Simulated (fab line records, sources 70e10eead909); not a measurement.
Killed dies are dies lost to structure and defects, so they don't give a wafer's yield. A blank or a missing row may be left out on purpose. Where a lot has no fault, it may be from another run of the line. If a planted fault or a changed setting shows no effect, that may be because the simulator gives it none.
fab line records | flow nandHarc
[record] lots = 6 wafers = 18 lastDay = 32
route steps=1302 shown A_BLC@1120
lots with no fault: from the same line, run without faults
startH: start of the lot's first displayed wafer, in hours after the record's first day | waitH: hours elapsed since this lot's preceding step | " same as the row above | L1.1+2: one row covering several wafers at once | - value missing, or start not given | * or withheld: withheld | < > ~ a bound
route shown NAME@n: a module of which the file shows steps, and the number in the route of the first | usual: mean/standard deviation of fault-free wafers | same: alike in all rows | chamber/n: place in a boat | sites: per-site readings | _std_site: their standard deviation | _edge_site: the outer-site mean with the inner-site mean subtracted | radiusMm: for every site, how far away it sits from the centre of the wafer | mask NAME#n: copy n | behind: the most recent tool/chamber to have shaped the wafer | hold: why the lot went on hold/how many hours it stayed there/how the hold came to an end | device: the transistor (n, p or np) that didn't switch | end of line: the tests these same wafers got at the end of their route | where a step has no rows: the recipe by itself | killed: at the first sort, the dies lost to defects and structure; wafer yield is something else | map: dies across one wafer; x = killed, . = not, _ = none there
set.NAME: the setting as run; set.NAME@STEP: as run at that earlier step | model.NAME: the simulator's own value behind a step, which no gauge read
lots at selected steps of the route; one table per step, one row per wafer
services: the hour from which a tool's chamber was out of use, counted from the record's first day as startH (under 0 if before that day), plus the number of hours and why
[[steps]]
[step NHARC_A_BLC_DESCUM_15]
[recipe] timeS = 3 o2FlowSccm = 200 arFlowSccm = 0 biasPowerW = 0 chemistry = O2
[step NHARC_A_BLC_ETCH_16]
[recipe] targetDepthA = 390 overEtchFrac = 0.3 timeS = 65 ionEnergyEv = 80 cf4FlowSccm = 150 arFlowSccm = 0 rfW = 300 biasW = 100 chemistry = CF4
[usual] drypumpMotorCurrentA = 5.7/0.65 mfcArSccm = 0.011/0.011 oesProductAu = 1.000/0.0073 rfVppV = 151.0/1.2 showerheadPlenumPTorr = 1.74/0.081 throttleValvePct = 13.285/0.0084
// columns lot.wafer tool chamber startH waitH drypumpMotorCurrentA mfcArSccm oesProductAu rfHoursCounterH rfVppV showerheadPlenumPTorr throttleValvePct
L456.2 rieDiel-11 2 532.90 0.1 5.2 0.018 0.997 7 151.0 1.72 13.273
L456.1 " 1 " " 6.7 0 1.003 8 149.8 1.70 13.283
L456.6 " 1 " " 6.7 0 0.998 - 149.6 1.70 13.294
L463.1 rieDiel-11 3 602.78 0.1 5.0 0.012 0.999 13 150.8 1.66 13.290
L463.2 " 1 " " 6.7 0 1.001 17 151.8 1.69 13.285
L463.5 " 2 " " 5.2 0.018 0.993 - 150.1 1.72 13.284
L464.3 rieDiel-08 2 603.34 0.1 5.8 0 1.003 1 151.2 1.67 13.288
L464.2 " 3 " " 4.8 0.017 0.996 2 150.0 1.66 13.293
L464.6 " 2 " " 5.8 0 1.005 - 150.8 1.67 13.283
L466.2 rieDiel-08 0 618.45 0.1 5.7 0.012 0.993 4 152.9 1.75 13.284
L466.6 " 1 " " 6.3 0.016 1.006 - 152.4 1.88 13.293
L466.5 " 2 " " 5.8 0 0.996 - 151.1 1.67 13.268
L469.4 rieDiel-01 0 655.34 0.1 4.8 0 0.995 20 151.9 1.89 13.284
L469.1 " 1 " " 6.3 0 1.000 29 151.9 1.82 13.305
L469.5 " 3 " " 6.0 0 0.999 - 153.6 1.90 13.296
L474.2 rieDiel-01 3 716.31 0.1 6.1 0 0.983 50 152.7 1.89 13.289
L474.3 " 2 " " 6.4 0 0.990 53 153.4 1.87 13.274
L474.6 " 0 " " 4.9 0 0.989 - 151.8 1.88 13.283
[step NHARC_A_BLC_ETCH_17]
[recipe] targetDepthA = 3900 overEtchFrac = 0.25 timeS = 609.38 ionEnergyEv = 200 n2FlowSccm = 150 h2FlowSccm = 150 arFlowSccm = 0 rfW = 400 biasW = 150 chemistry = N2/H2
[step NHARC_A_BLC_ETCH_18]
[recipe] targetDepthA = 9100 c4f8FlowSccm = 20 o2FlowSccm = 10 arFlowSccm = withheld rfW = 600 biasW = 1500 chemistry = C4F8/O2/Ar
[usual] oesProductAu = 0.946/0.024 rfVppV = 977/6.7
// columns lot.wafer tool chamber startH waitH oesProductAu rfHoursCounterH rfVppV
L456.2 rieDiel-11 0 - - 0.922 8 980
L456.1 " 1 " " 0.921 8 971
L456.6 " 0 " " 0.908 - 980
L463.1 rieDiel-11 1 - - 0.951 17 973
L463.2 " 2 " " 0.966 17 974
L463.5 " 3 " " 0.962 - 969
L464.3 rieDiel-08 0 - - 0.952 3 975
L464.2 " 3 " " 0.952 3 970
L464.6 " 0 " " 0.950 - 977
L466.2 rieDiel-08 2 - - 0.955 3 972
L466.5 " 0 " " 0.981 - 975
L466.6 " 1 " " 0.969 - 987
L469.1 rieDiel-01 2 - - 0.978 30 987
L469.4 " 0 " " 0.963 21 988
L469.5 " 2 " " 0.978 - 987
L474.2 rieDiel-01 1 - - 0.929 47 982
L474.3 " 0 " " 0.937 45 986
L474.6 " 2 " " 0.909 - 986
[step NHARC_A_BLC_CD_MEAS_19]
[usual] cdNm = 100.2/1.5
// columns lot.wafer tool chamber startH waitH cdNm
L456.1 cdSem-03 - 533.95 - 100.0
L456.2 " - " " 100.5
L456.6 " - " " 100.6
L463.1 cdSem-03 - 603.81 - 101.2
L463.2 " - " " 99.7
L463.5 " - " " 98.7
L464.2 cdSem-01 - 604.23 - 100.3
L464.3 " - " " 99.2
L464.6 " - " " 98.5
L466.2 cdSem-03 - 619.32 - 99.5
L466.5 " - " " 97.9
L466.6 " - " " 99.8
L469.1 cdSem-01 - 656.21 - 99.5
L469.4 " - " " 100.6
L469.5 " - " " 98.2
L474.2 cdSem-02 - 717.31 - 98.7
L474.3 " - " " 99.9
L474.6 " - " " 100.0
[step NHARC_A_BLC_STRIP_29]
[recipe] cf4FlowSccm = 150 arFlowSccm = 0 biasW = 0 chemistry = CF4
[usual] drypumpMotorCurrentA = 5.7/0.61 mfcArSccm = 0.012/0.011 oesProductAu = 1.001/0.008 rfVppV = 59.3/0.92 showerheadPlenumPTorr = 1.75/0.084 throttleValvePct = 13.285/0.0087
// columns lot.wafer tool chamber startH waitH drypumpMotorCurrentA mfcArSccm oesProductAu rfHoursCounterH rfVppV showerheadPlenumPTorr throttleValvePct
L456.2 rieDiel-11 2 534.02 0.1 5.2 0.018 1.007 8 58.6 1.72 13.289
L456.1 " 0 " " 5.9 0.035 0.999 8 58.9 1.79 13.283
L456.6 " 0 " " 5.9 0.035 1.006 - 58.8 1.79 13.305
L463.2 rieDiel-01 3 603.89 0.1 6.1 0 0.996 8 60.3 1.91 13.270
L463.1 " 0 " " 4.8 0 1.004 5 59.3 1.89 13.280
L463.5 " 3 " " 6.1 0 0.995 - 61.0 1.91 13.281
L464.3 rieDiel-08 1 604.30 0.1 6.3 0.016 1.009 3 60.3 1.88 13.291
L464.2 " 3 " " 4.8 0.017 0.998 3 59.9 1.66 13.277
L464.6 " 2 " " 5.8 0 1.014 - 59.8 1.67 13.286
L466.2 rieDiel-11 1 619.39 0.1 6.7 0 1.005 0 60.0 1.69 13.282
L466.6 " 1 " " 6.7 0 1.005 - 59.7 1.69 13.289
L466.5 " 2 " " 5.2 0.018 1.017 - 58.9 1.72 13.296
L469.1 rieDiel-08 1 656.30 0.1 6.3 0.016 1.002 6 58.9 1.88 13.278
L469.4 " 3 " " 4.8 0.017 0.982 6 58.5 1.65 13.284
L469.5 " 1 " " 6.3 0.016 1.006 - 59.7 1.88 13.284
L474.2 rieDiel-11 2 717.38 0.1 5.2 0.018 1.013 8 59.0 1.71 13.284
L474.3 " 3 " " 5.0 0.012 0.993 9 59.6 1.66 13.287
L474.6 " 2 " " 5.2 0.018 1.005 - 59.0 1.71 13.282
[step NHARC_A_BLC_STRIP_21]
[recipe] o2FlowSccm = 500 arFlowSccm = 0 biasW = 0 chemistry = O2
[step NHARC_A_BLC_STRIP_22]
[recipe] timeS = 600 tempC = 30 chemistry = postEtchResidueRemover
[step NHARC_A_BLC_DEGAS_30]
[recipe] tempC = 300 timeS = 60
[step NHARC_A_BLC_PRE_CLEAN_31]
[recipe] timeS = 15 biasV = 250 gas = Ar
[step NHARC_A_BLC_PVD_32]
[recipe] targetThkA = 50 chamberPressurePa = 5 powerW = 5000 substrateTempC = 200 timeS = 17.7 material = Ti
[usual] throttleValvePct = 29.9/1
// columns lot.wafer tool chamber startH waitH throttleValvePct
L456.2 pvdSputter-02 - - - 31.4
L456.1 " - " " 31.9
L456.6 " - " " 31.2
L463.1 pvdSputter-02 - - - 32.0
L463.2 " - " " 30.8
L463.5 " - " " 32.0
L464.3 pvdSputter-03 - - - 28.6
L464.2 " - " " 29.8
L464.6 " - " " 29.6
L466.2 pvdSputter-01 - - - 30.5
L466.5 " - " " 29.5
L466.6 " - " " 29.0
L469.1 pvdSputter-01 - - - 29.4
L469.4 " - " " 30.3
L469.5 " - " " 28.7
L474.2 pvdSputter-03 - - - 29.6
L474.3 " - " " 29.3
L474.6 " - " " 28.7
[step NHARC_A_BLC_ALD_23]
[recipe] targetThkA = 30 pulseTimeS = 1 aldCycles = 150 tempC = 450 material = TiN
[usual] heaterPowerW = 1118/94 precursorPulseHeightRel = 0.999/0.019
// columns lot.wafer tool chamber startH waitH heaterPowerW precursorPulseHeightRel
L456.2 aldMetal-04 0 534.83 - 1124 1.009
L456.1 " 1 " " 1016 0.982
L456.6 " 0 " " 1163 1.039
L463.1 aldMetal-01 0 604.70 - 1119 1.002
L463.2 " 1 " " 1075 0.992
L463.5 " 2 " " 1107 1.039
L464.3 aldMetal-03 0 605.06 - 937 1.018
L464.2 " 2 " " 1185 0.999
L464.6 " 1 " " 1106 0.965
L466.2 aldMetal-01 2 620.22 - 1048 0.990
L466.5 " 3 " " 1268 1.002
L466.6 " 0 " " 1124 1.026
L469.1 aldMetal-03 0 657.08 - 948 1.019
L469.5 " 2 " " 1179 1.020
L469.4 " 0 " " 984 0.974
L474.3 aldMetal-03 2 718.18 - 1174 1.009
L474.2 " 0 " " 939 0.976
L474.6 " 2 " " 1191 0.984
[step NHARC_A_BLC_CVD_24]
[recipe] targetThkA = 1500 tempC = 300 pressureTorr = 40 wf6FlowSccm = 40 h2FlowSccm = 1600 arFlowSccm = 1560 timeS = 434 material = W
[usual] heaterPowerW = 447/26 mfcArSccm = 1560/5.1 throttleValvePct = 8.04/0.2
// columns lot.wafer tool chamber startH waitH heaterPowerW mfcArSccm throttleValvePct
L456.2 cvdW-02 0 535.03 - 457 1560 8.14
L456.1 " 1 " " 390 1571 7.95
L456.6 " 0 " " 450 1560 8.37
L463.2 cvdW-01 0 604.87 - 433 1562 8.00
L463.1 " 1 " " 486 1560 7.76
L463.5 " 0 " " 441 1564 7.89
L464.2 cvdW-02 1 605.34 - 389 1560 8.03
L464.3 " 0 " " 467 1562 8.42
L464.6 " 1 " " 393 1557 8.12
L466.2 cvdW-01 1 620.43 - 475 1554 7.95
L466.6 " 0 " " 448 1559 8.14
L466.5 " 1 " " 462 1553 8.04
L469.1 cvdW-01 0 657.29 - 439 1565 8.04
L469.4 " 0 " " 451 1557 8.24
L469.5 " 0 " " 430 1563 8.20
L469.1 cvdW-01 0 657.98 0.6 449 1558 8.05
L469.4 " 0 " " 444 1554 8.19
L469.5 " 0 " " 435 1557 8.13
L474.2 cvdW-01 0 718.51 - 437 1560 7.97
L474.3 " 0 " " 448 1557 8.03
L474.6 " 0 " " 442 1556 8.38
L474.2 cvdW-01 0 719.99 1.3 446 1558 8.06
L474.3 " 0 " " 453 1557 8.08
L474.6 " 0 " " 440 1565 8.21
[step NHARC_A_BLC_CMP_25]
[recipe] tOverpolishS = 30 targetThkNm = 150
[usual] motorCurrentA = 11.5/1.3 overpolishRunS = 30.000/0.0095 timeToEndpointS = 30.1/2.1
// columns lot.wafer tool chamber startH waitH motorCurrentA overpolishRunS timeToEndpointS
L456.1 cmp-03 0 535.62 0.4 11.7 29.981 32.2
L456.2 " 1 " " 11.8 30.017 32.2
L456.6 " 2 " " 11.7 29.991 33.7
L463.2 cmp-02 0 605.45 0.5 13.2 29.993 31.4
L463.1 " 1 " " 10.6 29.998 31.4
L463.5 " 3 " " 10.0 29.989 31.1
L464.3 cmp-04 3 605.80 0.3 10.2 30.003 29.1
L464.2 " 1 " " 10.7 29.985 31.9
L464.6 " 3 " " 10.5 30.011 31.0
L466.2 cmp-03 3 620.89 0.4 12.9 30.008 27.5
L466.6 " 3 " " 13.1 29.994 27.2
L466.5 " 0 " " 11.3 30.000 26.4
L469.4 cmp-04 2 658.57 0.4 13.4 30.001 60.7
L469.1 " 0 " " 9.9 30.008 62.8
L469.5 " 2 " " 14.0 29.990 62.9
L474.2 cmp-04 3 720.86 0.7 11.2 29.996 62.5
L474.3 " 0 " " 9.6 30.001 65.5
L474.6 " 3 " " 10.5 29.974 61.8
[[services]]
// columns tool chamber startH hours kind
rieDiel-11 2 517.27 3.4 repair
rieDiel-08 0 524.87 1.2 repair
rieDiel-08 3 525.83 2.9 repair
cmp-04 - 530.79 4.0 pm
rieDiel-11 3 531.37 18.0 repair
rieDiel-08 - 537.63 0.2 repair
rieDiel-08 1 541.53 6.8 repair
rieDiel-08 - 544.83 9.0 pm
cmp-04 - 554.85 1.0 repair
rieDiel-01 - 557.80 9.0 pm
cvdW-01 - 561.17 13.0 pm
rieDiel-08 2 566.74 4.3 repair
aldMetal-03 - 568.00 10.0 pm
rieDiel-11 0 572.41 5.9 repair
rieDiel-08 2 573.86 6.3 repair
cmp-04 - 579.36 1.7 repair
rieDiel-08 2 581.42 3.8 repair
rieDiel-11 3 581.60 6.5 repair
rieDiel-11 0 589.40 23.2 repair
rieDiel-11 - 609.51 9.0 pm
rieDiel-01 1 679.57 16.8 repair
rieDiel-08 - 683.93 0.5 repair
cvdW-01 1 700.30 2.6 repair
cvdW-01 1 717.03 9.2 repair
[[key]]
[firstSign] step = NHARC_A_BLC_CVD_24 reading = visit direction = added
[effect] step = NHARC_A_BLC_CMP_25 reading = timeToEndpointS direction = up sigmas = 15 usual = * struck = *
metAt NHARC_A_BLC_CVD_24
struckWafers L469.1,L469.4,L469.5,L474.2,L474.3,L474.6
sortLeftOut L469.1,L469.4,L469.5,L474.2,L474.3,L474.6
testerLeftOut L469,L474
[fault] kind = repeatedStepWhole tool = cvdW-01,cvdW-02 chamber = - onsetH = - steps = NHARC_A_BLC_CVD_24 times = 1 scope = struckLotsOnly
// testerLeftOut: of these lots the tester's yield and bins aren't shown, on N5 and GAA mostly nor the transistor test; their killed dies are dies lost to structure and defects alone, not to doping, threshold or leakage, so they don't give the yield
// sortLeftOut: the simulated sort isn't trusted on such a fault, so these wafers' sort isn't shown, and their yield isn't known
